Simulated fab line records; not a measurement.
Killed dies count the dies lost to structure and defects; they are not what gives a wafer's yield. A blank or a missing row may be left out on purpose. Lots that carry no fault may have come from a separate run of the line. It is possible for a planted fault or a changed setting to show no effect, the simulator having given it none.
Which tool was responsible?	flow n5_finfet	72 wafers from 24 lots sampled at 6 of the route's 1938 steps

== WHAT THE GAUGES SHOWED, per wafer ==
N5_BEOL_M12_INSPECT_12: inspects for defects (macro).
lot	measured	on	raw_defect_count
L074	day 10 21:40	defect_inspect-02	2 1 0
L076	day 11 00:50	defect_inspect-02	2 1 3
L075	day 11 08:32	defect_inspect-02	2 1 1
L078	day 11 17:57	defect_inspect-02	4 1 4
L077	day 11 17:20	defect_inspect-02	6 0 4
L079	day 12 03:20	defect_inspect-01	4 4 1
L080	day 12 09:11	defect_inspect-02	0 1 2
L081	day 12 16:36	defect_inspect-02	1 3 4
L083	day 12 22:53	defect_inspect-01	0 1 0
L082	day 12 23:38	defect_inspect-01	1 0 1
L084	day 13 08:16	defect_inspect-01	2 1 1
L085	day 14 05:53	defect_inspect-01	1 0 1
L086	day 14 06:20	defect_inspect-02	2 0 1
L088	day 14 07:45	defect_inspect-01	1 4 0
L087	day 14 10:37	defect_inspect-01	1 1 2
L091	day 14 10:50	defect_inspect-02	0 2 1
L090	day 14 18:55	defect_inspect-02	1 1 0
L089	day 14 20:40	defect_inspect-01	2 2 1
L092	day 15 18:08	defect_inspect-01	2 0 2
L094	day 15 17:21	defect_inspect-02	4 2 0
L095	day 15 23:00	defect_inspect-02	2 3 1
L093	day 15 22:36	defect_inspect-01	1 1 2
L097	day 16 10:10	defect_inspect-01	2 1 0
L096	day 16 12:04	defect_inspect-01	2 3 0

N5_BEOL_M12_OVL_MEAS_29.
lot	measured	on	M12_OVL (nm)
L074	day 10 22:47	overlay-01	11 7 8
L076	day 11 01:50	overlay-02	17 24 14
L075	day 11 09:25	overlay-02	-8 -3 -5
L078	day 11 19:05	overlay-01	9 12 17
L077	day 11 18:14	overlay-02	3 3 5
L079	day 12 04:21	overlay-01	-2 3 -3
L080	day 12 10:13	overlay-01	11 7 8
L081	day 12 17:37	overlay-02	1 3 6
L083	day 12 23:47	overlay-02	9 14 14
L082	day 13 00:46	overlay-01	6 3 0
L084	day 13 09:11	overlay-01	6 9 11
L085	day 14 06:56	overlay-01	10 6 9
L086	day 14 07:23	overlay-02	0 6 4
L088	day 14 08:46	overlay-01	7 8 15
L087	day 14 11:43	overlay-01	8 19 9
L091	day 14 11:45	overlay-02	7 1 4
L090	day 14 19:58	overlay-01	6 -1 4
L089	day 14 21:52	overlay-01	2 11 8
L092	day 15 19:10	overlay-01	-1 3 -4
L094	day 15 18:37	overlay-02	5 4 6
L095	day 15 23:54	overlay-01	11 12 8
L093	day 15 23:37	overlay-01	9 -5 8
L097	day 16 11:19	overlay-01	8 10 6
L096	day 16 13:44	overlay-01	3 8 9

N5_BEOL_M14_OVL_MEAS_29.
lot	measured	on	M14_OVL (nm)
L074	day 11 13:35	overlay-02	-2 -4 6
L076	day 11 11:10	overlay-01	11 10 14
L075	day 11 18:46	overlay-01	5 6 6
L078	day 12 09:58	overlay-01	-1 8 2
L077	day 12 07:03	overlay-02	-2 14 0
L079	day 12 17:12	overlay-01	-1 -2 2
L080	day 12 20:56	overlay-02	1 10 6
L081	day 13 07:28	overlay-01	-2 0 -7
L083	day 13 12:22	overlay-02	3 7 10
L082	day 13 13:29	overlay-02	5 11 7
L084	day 13 19:01	overlay-01	3 6 4
L085	day 14 20:30	overlay-02	6 10 3
L086	day 14 21:20	overlay-02	-9 -5 -14
L088	day 14 21:47	overlay-02	8 8 2
L087	day 15 00:12	overlay-01	17 -2 14
L091	day 14 22:19	overlay-02	6 5 5
L090	day 15 06:32	overlay-02	-5 4 -6
L089	day 15 09:45	overlay-01	4 1 -2
L092	day 16 07:44	overlay-01	12 -3 2
L094	day 16 06:14	overlay-02	-10 -6 0
L095	day 16 10:54	overlay-02	-10 1 -6
L093	day 16 11:12	overlay-01	4 0 0
L097	day 17 00:50	overlay-02	-7 -5 -5
L096	day 16 23:47	overlay-01	14 3 10

== TOOL THAT RAN EACH LOT (tool first, then ch and the chambers of the sampled wafers, then the start) ==
lot	N5_BEOL_M11_STRIP_19	N5_BEOL_M11_ANNEAL_51	N5_BEOL_M12_PRE_CLEAN_42
L074	rie_diel-05 ch 1,2,3, day 10 15:34	rtp_anneal-01 ch 0, day 10 20:16	pvd_sputter-01, day 11 06:19
L076	rie_diel-01 ch 1,3, day 10 18:59	rtp_anneal-02 ch 0, day 10 23:26	pvd_sputter-01, day 11 03:19
L075	rie_diel-05 ch 1,2,3, day 11 02:29	rtp_anneal-02 ch 0, day 11 07:11	pvd_sputter-01, day 11 11:05
L078	rie_diel-04 ch 0,1, day 11 11:15	rtp_anneal-01 ch 0, day 11 16:36	pvd_sputter-02, day 12 01:26
L077	rie_diel-05 ch 0,1,2, day 11 11:30	rtp_anneal-01 ch 0, day 11 15:29	pvd_sputter-03, day 11 20:11
L079	rie_diel-01 ch 0,1,2, day 11 20:14	rtp_anneal-02 ch 0, day 12 02:04	pvd_sputter-01, day 12 10:08
L080	rie_diel-04 ch 0,1, day 12 01:43	rtp_anneal-02 ch 0, day 12 07:58	pvd_sputter-01, day 12 11:52
L081	rie_diel-05 ch 0,1,2, day 12 12:16	rtp_anneal-02 ch 0, day 12 15:20	pvd_sputter-02, day 12 21:01
L083	rie_diel-04 ch 0,1,2, day 12 18:39	rtp_anneal-02 ch 0, day 12 21:30	pvd_sputter-03, day 13 05:23
L082	rie_diel-05 ch 0,1, day 12 18:48	rtp_anneal-02 ch 0, day 12 22:21	pvd_sputter-03, day 13 05:43
L084	rie_diel-05 ch 1,2, day 13 00:52	rtp_anneal-01 ch 0, day 13 06:52	pvd_sputter-02, day 13 10:51
L085	rie_diel-04 ch 1,2,3, day 13 22:04	rtp_anneal-02 ch 0, day 14 04:13	pvd_sputter-03, day 14 09:50
L086	rie_diel-05 ch 0,1, day 13 22:17	rtp_anneal-01 ch 0, day 14 04:43	pvd_sputter-02, day 14 09:51
L088	rie_diel-04 ch 0,2, day 14 01:10	rtp_anneal-02 ch 0, day 14 06:13	pvd_sputter-01, day 14 09:53
L087	rie_diel-01 ch 2,3, day 14 04:43	rtp_anneal-02 ch 0, day 14 09:24	pvd_sputter-02, day 14 17:26
L091	rie_diel-04 ch 0,2,3, day 14 04:49	rtp_anneal-01 ch 0, day 14 09:32	pvd_sputter-02, day 14 13:17
L090	rie_diel-01 ch 0,1,3, day 14 09:40	rtp_anneal-02 ch 0, day 14 17:42	pvd_sputter-02, day 14 22:21
L089	rie_diel-05 ch 1,3, day 14 13:23	rtp_anneal-01 ch 0, day 14 19:14	pvd_sputter-01, day 15 00:09
L092	rie_diel-01 ch 0,2, day 15 10:22	rtp_anneal-02 ch 0, day 15 16:44	pvd_sputter-02, day 16 00:39
L094	rie_diel-04 ch 1,2, day 15 10:26	rtp_anneal-02 ch 0, day 15 15:56	pvd_sputter-02, day 15 21:43
L095	rie_diel-05 ch 0,1,3, day 15 15:31	rtp_anneal-02 ch 0, day 15 21:35	pvd_sputter-03, day 16 01:34
L093	rie_diel-01 ch 1,2,3, day 15 15:56	rtp_anneal-02 ch 0, day 15 21:19	pvd_sputter-02, day 16 01:10
L097	rie_diel-04 ch 0,1,3, day 16 05:04	rtp_anneal-02 ch 0, day 16 08:53	pvd_sputter-01, day 16 13:48
L096	rie_diel-04 ch 0,1,2, day 16 06:07	rtp_anneal-02 ch 0, day 16 10:43	pvd_sputter-01, day 16 14:58
- N5_BEOL_M11_STRIP_19: strips in O2.
- N5_BEOL_M11_ANNEAL_51: time 90 s.
- N5_BEOL_M12_PRE_CLEAN_42: time 30 s.

== AS READ BY THE TOOLS THEMSELVES (means over the sampled wafers that have a number; for cases with no such wafer, the mark the record gives instead) ==
N5_BEOL_M11_STRIP_19.
lot	tool	drypump_motor_current_A (A)	oes_product_au (a.u.)	rf_vpp_V (V)	showerhead_plenum_p_Torr (Torr)	throttle_valve_pct (%)
L074	rie_diel-05	5.9	0.76	3.9	2.09	16.78
L076	rie_diel-01	6.1	0.78	2.9	2.07	16.52
L075	rie_diel-05	5.9	0.75	4.0	2.09	16.80
L078	rie_diel-04	5.3	0.78	3.5	2.12	16.64
L077	rie_diel-05	5.8	0.81	3.4	2.09	16.77
L079	rie_diel-01	5.8	0.77	3.9	2.07	16.63
L080	rie_diel-04	5.6	0.79	3.4	2.17	16.66
L081	rie_diel-05	5.8	0.80	3.9	2.09	16.79
L083	rie_diel-04	5.5	0.81	3.7	2.17	16.54
L082	rie_diel-05	6.0	0.80	4.0	2.06	16.76
L084	rie_diel-05	5.6	0.76	3.2	2.07	16.89
L085	rie_diel-04	5.7	0.85	3.4	2.22	16.54
L086	rie_diel-05	6.0	0.82	3.9	2.10	16.73
L088	rie_diel-04	5.4	0.81	3.4	2.17	16.45
L087	rie_diel-01	5.7	0.75	3.7	2.06	16.73
L091	rie_diel-04	5.4	0.81	3.3	2.18	16.54
L090	rie_diel-01	6.1	0.74	3.4	2.08	16.59
L089	rie_diel-05	6.1	0.81	4.1	2.06	16.65
L092	rie_diel-01	5.8	0.72	3.7	2.11	16.79
L094	rie_diel-04	5.7	0.84	3.5	2.21	16.49
L095	rie_diel-05	6.1	0.85	3.8	2.09	16.62
L093	rie_diel-01	5.8	0.75	3.1	2.04	16.64
L097	rie_diel-04	5.5	0.78	3.5	2.17	16.68
L096	rie_diel-04	5.5	0.79	3.8	2.16	16.61

N5_BEOL_M11_ANNEAL_51.
lot	tool	wafer_temp_C_max
L074	rtp_anneal-01	226.15
L076	rtp_anneal-02	225.71
L075	rtp_anneal-02	225.76
L078	rtp_anneal-01	226.38
L077	rtp_anneal-01	226.05
L079	rtp_anneal-02	226.29
L080	rtp_anneal-02	226.00
L081	rtp_anneal-02	225.96
L083	rtp_anneal-02	226.08
L082	rtp_anneal-02	226.24
L084	rtp_anneal-01	226.11
L085	rtp_anneal-02	226.23
L086	rtp_anneal-01	225.95
L088	rtp_anneal-02	226.19
L087	rtp_anneal-02	225.91
L091	rtp_anneal-01	226.37
L090	rtp_anneal-02	225.92
L089	rtp_anneal-01	226.22
L092	rtp_anneal-02	225.90
L094	rtp_anneal-02	226.19
L095	rtp_anneal-02	225.87
L093	rtp_anneal-02	226.05
L097	rtp_anneal-02	225.84
L096	rtp_anneal-02	225.79

N5_BEOL_M12_PRE_CLEAN_42.
lot	tool	heater_power_w (W)
L074	pvd_sputter-01	323
L076	pvd_sputter-01	329
L075	pvd_sputter-01	336
L078	pvd_sputter-02	350
L077	pvd_sputter-03	312
L079	pvd_sputter-01	325
L080	pvd_sputter-01	329
L081	pvd_sputter-02	281
L083	pvd_sputter-03	276
L082	pvd_sputter-03	334
L084	pvd_sputter-02	342
L085	pvd_sputter-03	334
L086	pvd_sputter-02	304
L088	pvd_sputter-01	339
L087	pvd_sputter-02	351
L091	pvd_sputter-02	342
L090	pvd_sputter-02	313
L089	pvd_sputter-01	327
L092	pvd_sputter-02	330
L094	pvd_sputter-02	303
L095	pvd_sputter-03	371
L093	pvd_sputter-02	278
L097	pvd_sputter-01	334
L096	pvd_sputter-01	321

== THE ANSWER, worked out from the rows above alone ==
Rule: what is usual is taken from the lots themselves. Put in order of their means at a reading, lots are off if they are a third of the lots or fewer, leave a main group of 4 or more, and stand apart from it by a gap of 3 or more times the standard deviation of the main group's means; of several such gaps the widest counts. A main group whose means are all the same, to the digits that the tables above print for the reading, isn't used. A lot without any number at a reading at which 4 lots or more have one is off too. Any other lot the step has rows for is counted as sound. The gauges are gone through in route order, then the tools' own readings, and for those a lot's mean is taken as printed above. The first step at which some lot is off is used, and at that step the reading that is off furthest; a lot without a number counts as furthest.
Nothing can be told from this: no lot is off at any reading shown.

== WHAT THE SIMULATOR HAD INSERTED ==
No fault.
